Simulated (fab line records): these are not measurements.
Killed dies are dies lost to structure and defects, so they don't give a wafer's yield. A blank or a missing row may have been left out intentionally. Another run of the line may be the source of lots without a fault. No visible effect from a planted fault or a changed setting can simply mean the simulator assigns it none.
8D (eight disciplines) problem report, filled in by code -- flow n5Finfet -- the parts of the form that need people (team, actions taken, sign-off) are left out

## 1. WHAT WENT WRONG
Mean of cdNm at N5_BEOL_M2_CD_MEAS_28: 23.08 nm across 4 wafers in 2 lots; on wafers with no fault it is 26.14 nm (standard deviation 0.24). That is -13 standard deviations from the usual mean.
The step: target cd 26.2 nm, target cd y 24.1 nm.
First seen on wafer L366.1, day 9 21:48, on cdSem-02. The record has a number at this step for 27 wafers belonging to 9 lots. Rule for "out" (also "out of limits"): further than 4 standard deviations from the usual mean. The rest of the wafers with a number are treated as sound.

## 2. WHAT THIS IS AND IS NOT
question,is,is not
which readings at this step,cdNm,-
which lots,"L366, L368","L354, L357, L361, L362, L371, L375, L376"
which wafers of those lots,"L366.1, L366.6, L368.1, L368.3","L366.5, L368.4"
read on which gauges,cdSem-02,"cdSem-01, cdSem-03"
when,from day 9 21:48,"up to then (13 sound wafers); but 10 sound wafers of L368, L371, L375, L376 came after"

## 3. THE SUSPECTS, EACH WITH WHAT RULES IT OUT
Counting: any tool at a process step up to the reading remains a suspect provided it ran every lot that is out. Sound lots after the first of them don't rule it out here, since some wafers of a struck lot are sound.
- the gauge at N5_BEOL_M2_CD_MEAS_28: ruled out. All the wafers that are out were read on cdSem-02, but those of them that N5_PASSIVATION_PROBE_49 has rows for are out there too, on other tools.
- euvScanner-02 at N5_BEOL_M2_EXPOSE_25 (exposes mask V1, defocus 5 nm): kept. It processed each lot that is out (first: L366, day 9 21:39); up to then, its last sound lot is L362 (day 8 18:13).
The count leaves euvScanner-02 at N5_BEOL_M2_EXPOSE_25.

## 4. THE CAUSE (what the simulator had put in)
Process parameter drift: euvScanner-02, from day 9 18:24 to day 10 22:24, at N5_BEOL_M2_EXPOSE_25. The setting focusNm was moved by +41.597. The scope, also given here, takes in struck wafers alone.
After counting, this tool was the only one left.

## 5. THE CHAIN OF EFFECTS, in route order
Each row: a reading where the mean over the struck wafers with a number is more than 3 standard deviations away from the usual. Only readings whose record carries a usual standard deviation are examined. hours: median over the lots of the time between each lot's start at the first step of this table that gives one and its start at this step. sigmas: the change, counted in usual standard deviations.
hours,step,reading,usual,on struck wafers,change,sigmas
0,N5_BEOL_M2_CD_MEAS_28,cdNm,26.14 nm,23.08,-3.06,-13
137,N5_PASSIVATION_PROBE_49,defectLimitedYield,91.1 %,0.0,-91.1,-65
137,N5_PASSIVATION_PROBE_49,killed_at_M0_to_M3,34,1125,+1091,+99 or more
137,N5_PASSIVATION_PROBE_49,killedDies,105,1180,+1075,+63
137,N5_PASSIVATION_PROBE_49,killedOnRim,14,152,+138,+34
137,N5_PASSIVATION_PROBE_49,sortNPass,1075,0,-1075,-63
137,N5_PASSIVATION_PROBE_49,sortYieldPct,91.1 %,0.0,-91.1,-65
The process steps in it:
- N5_PASSIVATION_PROBE_49

## 6. HOW IT WOULD HAVE BEEN CAUGHT EARLIER
3 hours passed between the start of the fault at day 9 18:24 and the first reading out of limits at a measuring or inspecting step in this record, taken at day 9 21:48.
Of the lots that are out (2), L368 began N5_BEOL_M2_EXPOSE_25 on euvScanner-02 after day 9 21:48. It would have been spared by a hold on the tool at that moment.
